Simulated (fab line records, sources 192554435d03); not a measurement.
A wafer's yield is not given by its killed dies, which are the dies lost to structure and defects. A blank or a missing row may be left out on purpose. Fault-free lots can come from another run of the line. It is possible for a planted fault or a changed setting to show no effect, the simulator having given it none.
Problem report, 8D (eight disciplines) form, completed by code :: flow n5_finfet :: the parts of the form that need people (team, actions taken, sign-off) are left out

1. THE ISSUE
N5_PASSIVATION_PROBE_49, killed_at_M4_up: mean 125 over 1 wafer from 1 lot; wafers with no fault: 13, standard deviation 5.9. That is +19 standard deviations from the usual mean.
First observed at day 16 21:48: wafer L653.1, on prober-02. The record has a number at this step for 5 wafers belonging to 2 lots. By rule, "out" or "out of limits" means more than 4 standard deviations away from the usual mean. Any other wafer with a number is counted as sound.

2. WHAT IT IS; WHAT IT IS NOT
question: which readings at this step
is: killed_at_M4_up, defect_limited_yield, killed_dies, sort_bin_5_function, sort_n_pass, sort_yield_pct
is not: killed_at_M0_to_M3, killed_at_contacts, killed_at_front_end, killed_at_other, killed_open, killed_short, sort_bin_6_memory, sort_bin_8_speed

question: which lots
is: L653
is not: L667

question: which wafers of those lots
is: L653.1
is not: L653.2, L653.6

question: read on which tools
is: prober-02
is not: -

question: when
is: from day 16 21:48
is not: up to then (0 sound wafers); but 4 sound wafers of L653, L667 came after

3. WHAT RULES OUT EACH SUSPECT
Counting: any tool at a process step up to the reading remains a suspect provided it ran every lot that is out. Sound lots after the first of them don't rule it out here, since some wafers of a struck lot are sound.
- rie_diel-06 at N5_BEOL_M13_ETCH_68 (etches SOC in N2/H2, time 355 s): kept. It ran the lot that is out, L653 (day 15 17:28).
- rie_metal-01 at N5_MIM_BOT_ETCH_ETCH_03 (etches the open film in Cl2/BCl3, target depth 12 nm): kept. It ran the lot that is out, L653 (day 16 13:04).
- pecvd-03 at N5_PASSIVATION_PECVD_55 (deposits SiO2 from SiH4/N2O, target thk 400 nm, time 22.5 s): kept. It ran the lot that is out, L653 (day 16 13:48).
- pvd_sputter-01 at N5_PASSIVATION_DEGAS_18 (time 60 s): kept. It ran the lot that is out, L653 (day 16 15:34).
- prober-02 at N5_PASSIVATION_PROBE_49: kept. It ran the lot that is out, L653 (day 16 21:48). On those wafers its own readings are out: defect_limited_yield, killed_at_M4_up, killed_dies, sort_bin_5_function, sort_n_pass, sort_yield_pct.
- Within rie_diel-06 at N5_BEOL_M13_ETCH_68: the wafers that are out ran in chamber 3; their sound lot-mates ran in chambers 0, 2.
- Within pecvd-03 at N5_PASSIVATION_PECVD_55, the wafers that are out were processed in chamber 2 and their sound lot-mates in chamber 0.
Left after counting: rie_diel-06 at N5_BEOL_M13_ETCH_68, rie_metal-01 at N5_MIM_BOT_ETCH_ETCH_03, pecvd-03 at N5_PASSIVATION_PECVD_55, pvd_sputter-01 at N5_PASSIVATION_DEGAS_18, prober-02 at N5_PASSIVATION_PROBE_49.

4. THE CAUSE (what the simulator had put in)
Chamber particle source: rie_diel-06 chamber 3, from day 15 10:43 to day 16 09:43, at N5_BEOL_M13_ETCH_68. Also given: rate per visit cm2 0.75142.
Of the 5 suspects that counting leaves, this tool is one.

5. THE EFFECT CHAIN, in route order
Rows list readings where the struck wafers' mean (over those with a number) sits beyond 3 standard deviations from the usual. Scope: only readings with a usual standard deviation given in the record; hours: median across lots of the time from each lot's start at the first step in this table that gives one to its start at this step; sigmas: change in usual standard deviations.
hours: 0
step: N5_PASSIVATION_PROBE_49
reading: defect_limited_yield
usual: 90.9 %
on struck wafers: 83.6
change: -7.3
sigmas: -5.2

hours: 0
step: N5_PASSIVATION_PROBE_49
reading: killed_at_M4_up
usual: 13
on struck wafers: 125
change: +112
sigmas: +19

hours: 0
step: N5_PASSIVATION_PROBE_49
reading: killed_dies
usual: 107
on struck wafers: 194
change: +87
sigmas: +5.4

hours: 0
step: N5_PASSIVATION_PROBE_49
reading: sort_bin_5_function
usual: 5.3 %
on struck wafers: 11.6
change: +6.3
sigmas: +6.7

hours: 0
step: N5_PASSIVATION_PROBE_49
reading: sort_n_pass
usual: 1073
on struck wafers: 986
change: -87
sigmas: -5.4

hours: 0
step: N5_PASSIVATION_PROBE_49
reading: sort_yield_pct
usual: 90.9 %
on struck wafers: 83.6
change: -7.3
sigmas: -5.2
Process steps it contains:
- N5_PASSIVATION_PROBE_49

6. WHAT WOULD HAVE CAUGHT IT SOONER
In this record no reading fell out of limits until day 16 21:48, 35 hours after the fault had begun at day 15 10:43.
No tool reading at N5_BEOL_M13_ETCH_68 that has a usual standard deviation in the record was out on any struck wafer, so an alarm limit of 4 standard deviations on those readings would not have fired.
Lots out: 1; all had begun N5_BEOL_M13_ETCH_68 on rie_diel-06 by day 16 21:48. Tool hold at that time: it would have spared none of them.
